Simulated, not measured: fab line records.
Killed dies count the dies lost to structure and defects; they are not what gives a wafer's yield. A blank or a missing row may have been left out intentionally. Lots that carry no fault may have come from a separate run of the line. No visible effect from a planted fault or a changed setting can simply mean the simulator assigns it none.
Which tool was responsible? -- flow n5_finfet -- Sampling: 9 lots, 26 wafers, 6 of 1938 route steps

WHAT THE GAUGES READ, wafer by wafer
N5_BEOL_M3_RS_MEAS_58: measurement is done with a four-point probe. Usual: M3_RS typically reads 0.67 ohm/sq, with standard deviation 0.046.
lot,measured,on,M3_RS (ohm/sq),flag
L944,day 7 18:59,film_metro-01,0.70 0.71 0.71,
L945,day 7 22:19,film_metro-02,0.69 0.68 0.64,
L947,day 8 06:54,film_metro-01,0.66 0.71 0.54,
L948,day 8 14:49,film_metro-02,0.74 0.59,
L949,day 9 01:50,film_metro-02,0.71 0.76 0.63,
L955,day 10 08:20,film_metro-01,0.70 0.69 0.63,
L960,day 11 05:26,film_metro-02,0.74 0.64 0.57,
L961,day 11 10:31,film_metro-02,0.65 0.63 0.62,
L965,day 12 17:35,film_metro-01,0.68 0.65 0.62,

N5_BEOL_M4_INSPECT_13: inspects for defects (brightfield). Usual: raw_defect_count 436, standard deviation 130.
lot,measured,on,raw_defect_count,flag
L944,day 7 19:58,defect_inspect-01,506 605 718,
L945,day 8 01:10,defect_inspect-02,514 298 446,
L947,day 8 10:00,defect_inspect-02,416 382 340,
L948,day 8 16:01,defect_inspect-02,427 379,
L949,day 9 03:36,defect_inspect-01,503 524 530,
L955,day 10 09:04,defect_inspect-01,1228 1283 588,OFF
L960,day 11 07:04,defect_inspect-01,399 527 375,
L961,day 11 11:15,defect_inspect-01,473 541 549,
L965,day 12 19:04,defect_inspect-02,377 333 363,

N5_BEOL_M4_RC_MEAS_101. Usual: DIBL_N 36.8 mV/V, standard deviation 2.2; DIBL_P 37.0 mV/V, standard deviation 2.8; IOFF_N 0.18 nA/um, standard deviation 0.043; IOFF_P 0.23 nA/um, standard deviation 0.05; ION_N 680 uA/um, standard deviation 14; ION_P 466 uA/um, standard deviation 9.1; SS_N 71.7 mV/dec, standard deviation 0.74; SS_P 73.5 mV/dec, standard deviation 0.79; VT_N 248 mV, standard deviation 4; VT_P -249 mV, standard deviation 4.1.
lot,measured,on,DIBL_N (mV/V),DIBL_P (mV/V),IOFF_N (nA/um),IOFF_P (nA/um),ION_N (uA/um),ION_P (uA/um),SS_N (mV/dec),SS_P (mV/dec),VT_N (mV),VT_P (mV),flag
L944,day 8 09:23,prober-01,34.7 33.8 37.8,35.3 35.0 38.8,0.13 0.13 0.20,0.19 0.19 0.25,665 687 689,459 467 467,71.2 71.0 71.7,73.2 73.7 74.1,251 249 246,-253 -251 -249,
L945,day 8 09:34,prober-02,37.8 34.9 38.9,36.7 33.9 38.6,0.16 0.13 0.19,0.19 0.17 0.23,666 677 688,450 462 463,71.9 69.7 71.8,73.9 73.0 73.7,249 252 248,-254 -255 -251,
L947,day 9 05:10,prober-01,35.7 36.3 37.7,36.9 38.2 40.2,0.18 0.17 0.23,0.19 0.19 0.24,677 667 700,453 456 467,71.6 71.6 72.0,73.4 73.1 73.6,243 253 244,-254 -253 -250,
L948,day 9 08:22,prober-01,36.6 32.5,39.3 33.7,0.18 0.10,0.20 0.13,682 659,455 444,71.6 70.4,73.9 72.3,246 255,-253 -259,
L949,day 9 11:35,prober-01,36.2 39.3 36.2,37.8 41.7 38.4,0.16 0.21 0.15,0.20 0.29 0.20,681 692 676,464 469 463,72.4 73.0 71.3,72.9 74.6 72.4,250 247 249,-251 -248 -251,
L955,day 10 16:55,prober-02,34.7 41.5 35.7,34.0 41.0 35.2,0.14 0.31 0.15,0.24 0.40 0.25,676 701 664,480 489 473,70.9 72.6 70.8,73.9 74.7 72.8,251 239 253,-245 -237 -245,
L960,day 11 15:13,prober-02,38.0 38.0 34.9,35.6 37.6 31.6,0.16 0.18 0.12,0.18 0.21 0.13,675 678 662,453 454 448,71.6 72.3 71.6,73.2 73.6 72.1,249 249 254,-254 -251 -256,
L961,day 11 20:49,prober-02,38.1 40.9 38.4,35.3 38.5 35.4,0.18 0.22 0.16,0.24 0.30 0.23,688 693 669,475 478 459,72.0 72.2 71.9,73.1 74.1 73.5,249 243 252,-246 -244 -248,
L965,day 13 03:29,prober-01,37.4 39.8 38.5,36.0 41.2 37.6,0.18 0.25 0.21,0.20 0.31 0.23,687 707 683,459 480 460,71.9 73.3 72.8,73.4 74.3 73.8,249 244 247,-252 -249 -250,

WHAT TOOL EACH LOT RAN ON (gives the tool, then ch and the chambers of the sampled wafers, and finally the start)
lot,N5_BEOL_M3_DEP_57,N5_BEOL_M4_PECVD_72,N5_BEOL_M4_HM_OPEN_17
L944,"pecvd-02 ch 0,1, day 7 18:55","pecvd-03 ch 0,1, day 7 19:09","rie_metal-01 ch 0, day 7 20:17"
L945,"pecvd-02 ch 1,2, day 7 22:14","pecvd-02 ch 0,1, day 7 22:29","rie_metal-02 ch 0, day 8 01:43"
L947,"pecvd-04 ch 0,1, day 8 06:50","pecvd-02 ch 0,1,2, day 8 07:04","rie_metal-03 ch 0,1, day 8 10:20"
L948,"pecvd-02 ch 0, day 8 14:46","pecvd-02 ch 1,2, day 8 14:59","rie_metal-01 ch 0,1, day 8 16:19"
L949,"pecvd-01 ch 0,1,2, day 9 01:47","pecvd-04 ch 0,1, day 9 02:01","rie_metal-03 ch 0,1, day 9 03:56"
L955,"pecvd-02 ch 0,1, day 10 08:16","pecvd-02 ch 0,1, day 10 08:31","rie_metal-03 ch 0,1, day 10 09:23"
L960,"pecvd-04 ch 0,1, day 11 05:22","pecvd-03 ch 0,1,2, day 11 05:36","rie_metal-01 ch 0,1, day 11 07:30"
L961,"pecvd-04 ch 0,2, day 11 10:26","pecvd-04 ch 0,1, day 11 10:41","rie_metal-01 ch 0,1, day 11 11:32"
L965,"pecvd-01 ch 1,2, day 12 17:32","pecvd-04 ch 0,1, day 12 17:56","rie_metal-02 ch 0,1, day 12 19:22"
- N5_BEOL_M3_DEP_57: deposits SiCN from 3MS/NH3, target thk 8 nm, time 14 s.
- N5_BEOL_M4_PECVD_72: deposits SiO2 from TEOS/O2, target thk 16 nm, time 18 s.
- N5_BEOL_M4_HM_OPEN_17: chemistry Cl2/BCl3, target TiN, target depth 20 nm, overetch 6 nm.

AS READ BY THE TOOLS THEMSELVES (means over the sampled wafers that have a number; for cases with no such wafer, the mark the record gives instead)
N5_BEOL_M3_DEP_57. Usual: showerhead_plenum_p_Torr 3.667 Torr, standard deviation 0.015; throttle_valve_pct 9.3 %, standard deviation 0.41.
lot,tool,showerhead_plenum_p_Torr (Torr),throttle_valve_pct (%),flag
L944,pecvd-02,3.663,9.5,
L945,pecvd-02,3.658,9.1,
L947,pecvd-04,3.674,9.5,
L948,pecvd-02,3.659,9.6,
L949,pecvd-01,3.668,9.1,
L955,pecvd-02,3.673,9.4,
L960,pecvd-04,3.662,9.6,
L961,pecvd-04,3.671,9.0,
L965,pecvd-01,3.671,9.3,

N5_BEOL_M4_PECVD_72. Usual: heater_power_w 654 W, standard deviation 83; showerhead_plenum_p_Torr 8.78 Torr, standard deviation 0.071; throttle_valve_pct 22.8 %, standard deviation 0.92.
lot,tool,heater_power_w (W),showerhead_plenum_p_Torr (Torr),throttle_valve_pct (%),flag
L944,pecvd-03,562,8.79,22.3,
L945,pecvd-02,650,8.79,23.3,
L947,pecvd-02,701,8.77,22.7,
L948,pecvd-02,682,8.80,22.4,
L949,pecvd-04,622,8.82,24.2,
L955,pecvd-02,625,8.80,23.4,
L960,pecvd-03,663,8.78,22.1,
L961,pecvd-04,631,8.80,23.8,
L965,pecvd-04,664,8.80,23.8,

N5_BEOL_M4_HM_OPEN_17. Usual: bias_w 125.9 W, standard deviation 0.35; chamber_pressure_mTorr 10.000 mTorr, standard deviation 0.0087; drypump_motor_current_A 5.8 A, standard deviation 0.4; oes_product_au 0.67 a.u., standard deviation 0.075; throttle_valve_pct 22.00 %, standard deviation 0.21.
lot,tool,bias_w (W),chamber_pressure_mTorr (mTorr),drypump_motor_current_A (A),oes_product_au (a.u.),throttle_valve_pct (%),flag
L944,rie_metal-01,125.6,9.994,5.9,0.64,21.96,
L945,rie_metal-02,126.0,10.007,6.6,0.72,21.80,
L947,rie_metal-03,125.5,10.009,5.4,0.66,22.05,
L948,rie_metal-01,126.2,9.997,5.7,0.72,21.91,
L949,rie_metal-03,125.7,10.000,5.4,0.67,22.05,
L955,rie_metal-03,125.8,10.001,5.4,0.66,22.06,
L960,rie_metal-01,125.7,9.997,5.7,0.67,21.95,
L961,rie_metal-01,125.9,9.995,5.8,0.66,21.97,
L965,rie_metal-02,126.1,10.008,6.3,0.70,21.86,

THE ANSWER, worked out from the rows above alone
Rule: take the mean of a lot's wafers that have a number; if it is more than 3 standard deviations from the usual mean, the lot is off. Also off: a lot with no number at a reading for which 4 or more lots have one. The other lots that the step has rows for count as sound. First the gauges in route order, then the tools' own readings, where a lot's mean is used as printed above. At the first step where some lot is off, the reading lying furthest off is the one used; lots without a number count as furthest.
Off at N5_BEOL_M4_INSPECT_13 (raw_defect_count): L955.
If a tool, at a process step before that reading, ran all the lots that are off and no sound lot after the first of them, it fits. Those tools and the gauges at N5_BEOL_M4_INSPECT_13 are tried in the same way. One fits: N5_BEOL_M3_DEP_57 and N5_BEOL_M4_PECVD_72 on pecvd-02. At N5_BEOL_M3_DEP_57 its last sound lot is L948 (day 8 14:46), its first lot that is off L955 (day 10 08:16): a fault that began between those two fits.

WHAT HAD BEEN PUT IN BY THE SIMULATOR
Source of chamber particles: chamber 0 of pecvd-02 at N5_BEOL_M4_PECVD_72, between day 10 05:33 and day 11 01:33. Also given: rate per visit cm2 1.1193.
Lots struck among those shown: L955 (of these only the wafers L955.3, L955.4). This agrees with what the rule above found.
